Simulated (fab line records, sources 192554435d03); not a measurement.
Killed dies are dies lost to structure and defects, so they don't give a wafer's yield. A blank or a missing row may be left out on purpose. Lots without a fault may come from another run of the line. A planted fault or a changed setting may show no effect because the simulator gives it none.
fab line records | flow n5_finfet
record lots=7 wafers=21 last_day=18
route steps=1938 shown BEOL_M0_SAQP@693 BEOL_M0_CUTY@701
lots that met no fault: from a run of the same line without faults
start_h: hours from the record's first day to the start of the lot's first wafer shown | wait_h: hours since the lot's step before | " the same as in the row above | L1.1+2: a row that stands for several wafers | - no value, or no start given | * or withheld: withheld | < > ~ a bound
route shown NAME@n: a module of which the file shows steps, and the number in the route of the first | usual: mean/standard deviation of fault-free wafers | same: alike in all rows | chamber/n: place in a boat | sites: the reading at each site | _std_site: their standard deviation | _edge_site: outer sites' mean less inner sites' | radius_mm: how far each site lies from the wafer's centre | mask NAME#n: copy n | behind: the tool/chamber that last shaped the wafer | hold: why the lot was held/for how many hours/how that ended | device: the transistor (n, p or np) that didn't switch | end of line: the same wafers' tests at the end of the route | a step without rows: its recipe alone | killed: dies lost to structure and defects at the first sort, not the wafer's yield | map: a wafer's dies, x killed, . not, _ none there
set.NAME: the setting as run; set.NAME@STEP: as run at that earlier step | model.NAME: the simulator's own value behind a step, which no gauge read
lots at some steps of the route; a table a step, a row a wafer
services: from which hour (start_h, from the record's first day; less than 0 if before it) a tool's chamber was out of use, for how many hours, and why
## steps
# step N5_BEOL_M0_SAQP_ETCH_88
# recipe chemistry=N2/H2 target=underlayer target_depth_a=65 time_s=5.2 ion_energy_ev=200 mask_material=CAR-EUV pressure_mtorr=30 source_w=840 bias_w=150 n2_flow_sccm=200 h2_flow_sccm=200 ends=cleared
# usual drypump_motor_current_A=5.6/0.43 etch_rf_on_time_s=5.25/0.17 oes_product_au=0.67/0.073 rf_vpp_V=523.3/2.2 showerhead_plenum_p_Torr=2.53/0.068 throttle_valve_pct=17.98/0.28
# columns lot.wafer tool chamber start_h wait_h drypump_motor_current_A etch_rf_on_time_s oes_product_au rf_hours_counter_h rf_vpp_V showerhead_plenum_p_Torr throttle_valve_pct
L152.1 rie_diel-03 0 112.41 0.0 5.1 5.44 0.62 175 523.6 2.55 18.03
L152.2 " 2 " " 5.3 5.26 0.58 235 524.0 2.53 17.96
L152.5 " 0 " " 5.1 5.52 0.61 - 523.7 2.55 18.03
L162.2 rie_diel-06 3 178.48 0.0 6.2 5.18 0.75 33 523.5 2.60 17.80
L162.3 " 2 " " 6.1 5.26 0.59 218 521.1 2.51 17.91
L162.5 " 2 " " 6.1 5.26 0.58 - 522.9 2.51 17.90
L168.2 rie_diel-06 0 211.33 0.0 5.2 5.61 0.68 80 521.0 2.45 17.55
L168.4 " 2 " " 6.1 5.39 0.58 229 523.9 2.50 17.95
L168.5 " 0 " " 5.2 5.57 0.68 - 521.3 2.45 17.54
L169.3 rie_diel-03 2 214.02 0.0 5.3 5.08 0.77 14 521.7 2.52 17.53
L169.5 " 3 " " 6.3 5.00 0.75 - 523.0 2.62 18.41
L169.6 " 2 " " 5.3 5.02 0.78 - 520.9 2.52 17.51
L170.4 rie_diel-03 0 220.24 0.0 5.1 5.47 0.60 211 523.5 2.53 18.10
L170.5 " 3 " " 6.4 5.04 0.74 - 525.4 2.62 18.42
L170.6 " 0 " " 5.1 5.48 0.60 - 523.6 2.54 18.09
L174.1 rie_diel-04 2 246.71 0.0 5.7 5.00 0.59 246 519.6 2.42 18.52
L174.2 " 0 " " 5.9 5.14 0.62 203 524.1 2.54 18.29
L174.4 " 1 " " 5.2 5.14 0.60 221 520.7 2.50 17.85
L175.3 rie_diel-04 3 255.34 0.0 5.1 5.33 0.71 63 523.2 2.48 17.88
L175.4 " 1 " " 5.2 5.13 0.60 - 524.2 2.50 17.83
L175.6 " 3 " " 5.2 5.37 0.70 - 522.1 2.48 17.88
# step N5_BEOL_M0_SAQP_ETCH_73
# recipe chemistry=CF4 target=SiARC target_depth_a=195 mask_material=CAR-EUV time_s=32.5 ion_energy_ev=80 pressure_mtorr=40 source_w=545 bias_w=36 Ar_flow_sccm=100 cf4_flow_sccm=100 ends=cleared
# usual drypump_motor_current_A=5.6/0.43 etch_rf_on_time_s=32.8/1.1 oes_product_au=0.67/0.072 rf_vpp_V=184.0/1 showerhead_plenum_p_Torr=2.13/0.052 throttle_valve_pct=15.67/0.2
# columns lot.wafer tool chamber start_h wait_h drypump_motor_current_A etch_rf_on_time_s oes_product_au rf_hours_counter_h rf_vpp_V showerhead_plenum_p_Torr throttle_valve_pct
L152.1 rie_diel-03 0 112.43 0.0 5.1 34.5 0.62 175 182.6 2.15 15.78
L152.2 " 2 " " 5.3 32.1 0.59 235 183.9 2.12 15.68
L152.5 " 0 " " 5.1 34.3 0.62 - 184.8 2.15 15.78
L162.2 rie_diel-06 3 178.49 0.0 6.2 32.3 0.75 33 184.6 2.19 15.43
L162.3 " 2 " " 6.0 32.9 0.59 218 184.1 2.11 15.81
L162.5 " 2 " " 6.0 32.6 0.60 - 181.7 2.11 15.81
L168.2 rie_diel-06 0 211.35 0.0 5.2 35.2 0.68 80 183.9 2.08 15.50
L168.4 " 2 " " 6.1 33.5 0.59 229 182.9 2.11 15.84
L168.5 " 0 " " 5.2 34.8 0.68 - 183.8 2.08 15.50
L169.3 rie_diel-03 2 214.04 0.0 5.3 32.1 0.77 14 183.0 2.11 15.20
L169.5 " 3 " " 6.4 31.5 0.75 - 185.8 2.17 15.70
L169.6 " 2 " " 5.3 32.2 0.77 - 184.5 2.11 15.22
L170.4 rie_diel-03 0 220.26 0.0 5.1 33.7 0.60 211 184.9 2.14 15.85
L170.5 " 3 " " 6.3 31.3 0.75 - 184.4 2.17 15.71
L170.6 " 0 " " 5.1 33.9 0.59 - 184.8 2.14 15.87
L174.1 rie_diel-04 2 246.73 0.0 5.7 31.4 0.59 246 182.1 2.03 16.06
L174.2 " 0 " " 5.9 32.6 0.61 203 183.8 2.12 15.90
L174.4 " 1 " " 5.2 32.1 0.60 221 183.4 2.11 15.64
L175.3 rie_diel-04 3 255.36 0.0 5.2 34.0 0.70 63 183.3 2.09 15.53
L175.4 " 1 " " 5.3 32.5 0.60 - 184.9 2.11 15.66
L175.6 " 3 " " 5.1 33.9 0.71 - 185.6 2.09 15.53
# step N5_BEOL_M0_SAQP_CUT_ETCH_46
# recipe chemistry=N2/H2 target=SOC target_depth_a=1350 overetch_a=270 temp_c=40 time_s=202.5 ion_energy_ev=200 mask_material=SiARC pressure_mtorr=30 source_w=840 bias_w=150 n2_flow_sccm=200 h2_flow_sccm=200
# usual drypump_motor_current_A=5.6/0.44 rf_vpp_V=523.4/1.9 showerhead_plenum_p_Torr=2.53/0.068 throttle_valve_pct=17.93/0.28
# columns lot.wafer tool chamber start_h wait_h drypump_motor_current_A rf_hours_counter_h rf_vpp_V showerhead_plenum_p_Torr throttle_valve_pct
L152.1 rie_diel-03 0 112.46 0.0 5.1 175 523.7 2.55 17.97
L152.2 " 2 " " 5.3 235 522.2 2.53 17.93
L152.5 " 0 " " 5.1 - 522.1 2.55 17.97
L162.2 rie_diel-06 3 178.52 0.0 6.2 33 523.1 2.60 17.75
L162.3 " 2 " " 6.1 218 522.7 2.51 17.87
L162.5 " 2 " " 6.1 - 524.0 2.51 17.88
L168.2 rie_diel-06 0 211.38 0.0 5.2 80 521.7 2.45 17.54
L168.4 " 2 " " 6.1 229 521.2 2.50 17.90
L168.5 " 0 " " 5.2 - 523.2 2.45 17.52
L169.3 rie_diel-03 2 214.07 0.0 5.3 14 521.3 2.52 17.45
L169.5 " 3 " " 6.4 - 525.0 2.62 18.35
L169.6 " 2 " " 5.3 - 522.9 2.52 17.43
L170.4 rie_diel-03 0 220.29 0.0 5.1 211 524.3 2.54 18.05
L170.5 " 3 " " 6.4 - 524.5 2.62 18.36
L170.6 " 0 " " 5.1 - 523.7 2.54 18.03
L174.1 rie_diel-04 2 246.76 0.0 5.7 246 520.2 2.42 18.47
L174.2 " 0 " " 5.9 203 523.1 2.54 18.23
L174.4 " 1 " " 5.3 221 522.7 2.50 17.79
L175.3 rie_diel-04 3 255.39 0.0 5.2 63 522.0 2.48 17.82
L175.4 " 1 " " 5.3 - 521.8 2.50 17.78
L175.6 " 3 " " 5.2 - 521.8 2.48 17.82
# step N5_BEOL_M0_SAQP_STRIP_74
# recipe chemistry=N2/H2 temp_c=40 n2_flow_sccm=200 h2_flow_sccm=200 rf_frequency_hz=6e+07
# step N5_BEOL_M0_SAQP_STRIP_89
# recipe chemistry=N2/H2 temp_c=40 n2_flow_sccm=200 h2_flow_sccm=200 rf_frequency_hz=6e+07
# step N5_BEOL_M0_SAQP_ALD_48
# recipe material=SiO2 target_thk_a=200 temp_c=100 ald_precursor_family=BDEAS ald_co_reactant=O2-plasma pulse_time_s=1 co_reactant_pulse_time_s=1 purge_time_s=2 co_reactant_purge_time_s=2 ald_cycles=139 pressure_torr=2
# step N5_BEOL_M0_SAQP_ETCH_49
# recipe chemistry=CF4/O2 target_depth_a=370 target=SiO2 pressure_mtorr=40 source_w=535 bias_w=49 Ar_flow_sccm=100 cf4_flow_sccm=100 O2_flow_sccm=10 ion_energy_ev=100
# usual drypump_motor_current_A=5.6/0.43 oes_product_au=0.80/0.087 rf_vpp_V=243/10 showerhead_plenum_p_Torr=2.20/0.055 throttle_valve_pct=15.89/0.21
# columns lot.wafer tool chamber start_h wait_h drypump_motor_current_A oes_product_au rf_hours_counter_h rf_vpp_V showerhead_plenum_p_Torr throttle_valve_pct
L152.1 rie_diel-06 1 114.30 0.3 5.7 0.77 152 259 2.20 16.01
L152.2 " 2 " " 6.1 0.72 199 236 2.18 16.02
L152.5 " 0 " " 5.2 0.85 - 240 2.16 15.67
L162.2 rie_diel-06 3 181.22 0.3 6.2 0.88 34 246 2.25 15.66
L162.3 " 1 " " 5.7 0.74 172 260 2.19 16.06
L162.5 " 2 " " 6.1 0.70 - 238 2.17 16.05
L168.2 rie_diel-03 2 212.10 0.3 5.3 0.90 14 242 2.17 15.44
L168.4 " 3 " " 6.3 0.89 61 238 2.24 15.94
L168.5 " 0 " " 5.1 0.72 - 260 2.20 16.08
L169.3 rie_diel-06 1 214.80 0.3 5.7 0.74 184 261 2.19 16.07
L169.5 " 1 " " 5.7 0.74 - 259 2.19 16.08
L169.6 " 0 " " 5.2 0.81 - 240 2.14 15.74
L170.4 rie_diel-03 3 221.02 0.3 6.3 0.88 63 239 2.24 15.97
L170.5 " 1 " " 5.4 0.87 - 261 2.33 15.83
L170.6 " 2 " " 5.3 0.88 - 242 2.17 15.45
L174.1 rie_diel-04 2 247.64 0.4 5.7 0.68 247 229 2.09 16.29
L174.2 " 3 " " 5.2 0.85 59 232 2.15 15.77
L174.4 " 1 " " 5.3 0.69 222 234 2.18 15.88
L175.3 rie_diel-03 3 256.22 0.4 6.4 0.88 68 238 2.24 15.99
L175.4 " 0 " " 5.1 0.71 216 260 2.20 16.10
L175.6 " 2 " " 5.3 0.88 - 244 2.17 15.47
# step N5_BEOL_M0_SAQP_STRIP_75
# recipe chemistry=CF4 resist=SiARC power_w=300 bias_power_w=75 pressure_mtorr=50 cf4_flow_sccm=150 rf_frequency_hz=6e+07
# usual drypump_motor_current_A=5.6/0.43 oes_product_au=0.184/0.02 rf_vpp_V=271.0/1.3 showerhead_plenum_p_Torr=1.79/0.039 throttle_valve_pct=13.62/0.24
# columns lot.wafer tool chamber start_h wait_h drypump_motor_current_A oes_product_au rf_hours_counter_h rf_vpp_V showerhead_plenum_p_Torr throttle_valve_pct
L152.1 rie_diel-06 1 114.40 0.1 5.7 0.174 152 271.1 1.80 13.79
L152.2 " 2 " " 6.0 0.168 199 271.8 1.78 13.83
L152.5 " 0 " " 5.2 0.199 - 269.6 1.76 13.44
L162.2 rie_diel-06 3 181.32 0.1 6.2 0.204 34 271.8 1.82 13.33
L162.3 " 1 " " 5.7 0.172 172 271.3 1.80 13.85
L162.5 " 2 " " 6.0 0.160 - 271.1 1.77 13.86
L168.2 rie_diel-03 2 212.20 0.1 5.3 0.211 14 270.0 1.77 13.17
L168.4 " 3 " " 6.4 0.199 61 272.2 1.80 13.59
L168.5 " 0 " " 5.1 0.163 - 271.4 1.79 13.82
L169.3 rie_diel-06 1 214.90 0.1 5.7 0.172 184 270.7 1.79 13.89
L169.5 " 1 " " 5.7 0.168 - 272.0 1.79 13.88
L169.6 " 0 " " 5.2 0.191 - 270.6 1.76 13.50
L170.4 rie_diel-03 3 221.12 0.1 6.3 0.198 63 271.9 1.80 13.59
L170.5 " 1 " " 5.4 0.205 - 272.6 1.88 13.50
L170.6 " 2 " " 5.3 0.202 - 270.5 1.76 13.16
L174.1 rie_diel-04 2 247.74 0.1 5.7 0.156 247 269.9 1.70 14.02
L174.2 " 3 " " 5.2 0.198 59 269.6 1.75 13.49
L174.4 " 1 " " 5.2 0.163 222 270.5 1.77 13.64
L175.3 rie_diel-03 3 256.32 0.1 6.4 0.196 68 270.7 1.80 13.60
L175.4 " 0 " " 5.1 0.161 216 269.5 1.79 13.84
L175.6 " 2 " " 5.3 0.206 - 270.0 1.76 13.17
# step N5_BEOL_M0_CUTY_COAT_50
# recipe resist=SiARC temp_c=220 time_s=60 spin_rpm=1500 resist_thk_nm=15
# step N5_BEOL_M0_CUTY_COAT_51
# recipe resist=CAR-ArF-block spin_rpm=1500 resist_thk_nm=150
# step N5_BEOL_M0_CUTY_EBR_52
# recipe solvent=PGMEA ebr_width_mm=1.5
# step N5_BEOL_M0_CUTY_SOFTBAKE_53
# recipe temp_c=110 time_s=60 resist=CAR-ArF-block
# step N5_BEOL_M0_CUTY_EXPOSE_54
# recipe mask_id=M0_ABLK na=1.35 source_shape=conventional sigma_outer=0.8 polarization=unpolarized dose_mj=36
# usual exposure_dose_mJ_cm2=35.97/0.035 focus_offset_nm=0.0/0.46
# columns lot.wafer tool chamber start_h wait_h mask exposure_dose_mJ_cm2 focus_offset_nm
L152.1 arfi_scanner-01 0 114.67 - M0_ABLK#0 35.95 -0.6
L152.2 " 0 " " M0_ABLK#0 35.97 -0.4
L152.5 " 0 " " M0_ABLK#0 36.00 -0.5
L162.2 arfi_scanner-02 0 181.47 - M0_ABLK#0 35.96 -0.1
L162.3 " 0 " " M0_ABLK#0 36.00 -0.5
L162.5 " 0 " " M0_ABLK#0 35.95 0.7
L168.2 arfi_scanner-03 - 212.48 - M0_ABLK#0 - -
L168.4 " - " " M0_ABLK#0 - -
L168.5 " - " " M0_ABLK#0 - -
L169.3 arfi_scanner-03 - 215.05 - M0_ABLK#0 - -
L169.5 " - " " M0_ABLK#0 - -
L169.6 " - " " M0_ABLK#0 - -
L170.4 arfi_scanner-01 - 221.41 - M0_ABLK#0 - -
L170.5 " - " " M0_ABLK#0 - -
L170.6 " - " " M0_ABLK#0 - -
L174.1 arfi_scanner-01 0 248.01 - M0_ABLK#0 35.99 0.6
L174.2 " 0 " " M0_ABLK#0 35.99 0.0
L174.4 " 0 " " M0_ABLK#0 35.96 -0.4
L175.3 arfi_scanner-03 0 256.60 - M0_ABLK#0 35.97 -0.1
L175.4 " 0 " " M0_ABLK#0 35.99 -0.3
L175.6 " 0 " " M0_ABLK#0 35.94 -0.2
# step N5_BEOL_M0_CUTY_PEB_55
# recipe peb_temp_c=110 peb_time_s=60 resist=CAR-ArF-block
## services
# columns tool chamber start_h hours kind
arfi_scanner-02 - 96.00 1.8 repair
arfi_scanner-02 - 98.59 3.9 pm
arfi_scanner-02 - 114.34 0.8 pm
arfi_scanner-01 - 116.54 1.0 pm
arfi_scanner-03 - 121.99 0.8 pm
arfi_scanner-03 - 124.24 1.0 pm
arfi_scanner-01 - 124.85 3.9 pm
arfi_scanner-01 - 128.99 12.0 pm
rie_diel-06 3 133.56 10.2 repair
arfi_scanner-02 - 137.86 1.3 pm
rie_diel-03 1 146.18 2.5 repair
arfi_scanner-01 - 149.34 1.3 pm
arfi_scanner-02 - 159.05 1.0 pm
rie_diel-03 - 159.37 0.7 repair
arfi_scanner-03 - 167.24 1.3 pm
arfi_scanner-01 - 173.53 1.0 pm
rie_diel-04 - 188.17 14.6 pm
arfi_scanner-01 - 193.28 0.3 repair
arfi_scanner-02 - 201.51 4.9 pm
arfi_scanner-03 - 215.73 0.8 repair
arfi_scanner-03 - 234.86 1.9 repair
rie_diel-03 - 239.00 15.6 pm
arfi_scanner-03 - 245.10 4.2 repair
arfi_scanner-01 - 252.58 0.8 pm
## key
first_sign step=N5_BEOL_M0_CUTY_EXPOSE_54 reading=tool_record direction=missing
effect none on later readings
met_at N5_BEOL_M0_CUTY_EXPOSE_54
struck_wafers L168.2,L168.4,L168.5,L169.3,L169.5,L169.6,L170.4,L170.5,L170.6
later_rows_left_out L168.2,L168.4,L168.5,L169.3,L169.5,L169.6,L170.4,L170.5,L170.6
sort_left_out L168.2,L168.4,L168.5,L169.3,L169.5,L169.6,L170.4,L170.5,L170.6
onset_between 114.67 212.48
fault kind=skipped_step_whole tool=arfi_scanner-01,arfi_scanner-03 chamber=- onset_h=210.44 steps=N5_BEOL_M0_CUTY_EXPOSE_54 scope=struck_lots_only
# sort_left_out: the simulated sort isn't trusted on such a fault, so these wafers' sort isn't shown, and their yield isn't known
# later_rows_left_out: the simulator's readings of these wafers behind a module that went badly wrong aren't trusted and aren't shown, but for the sort
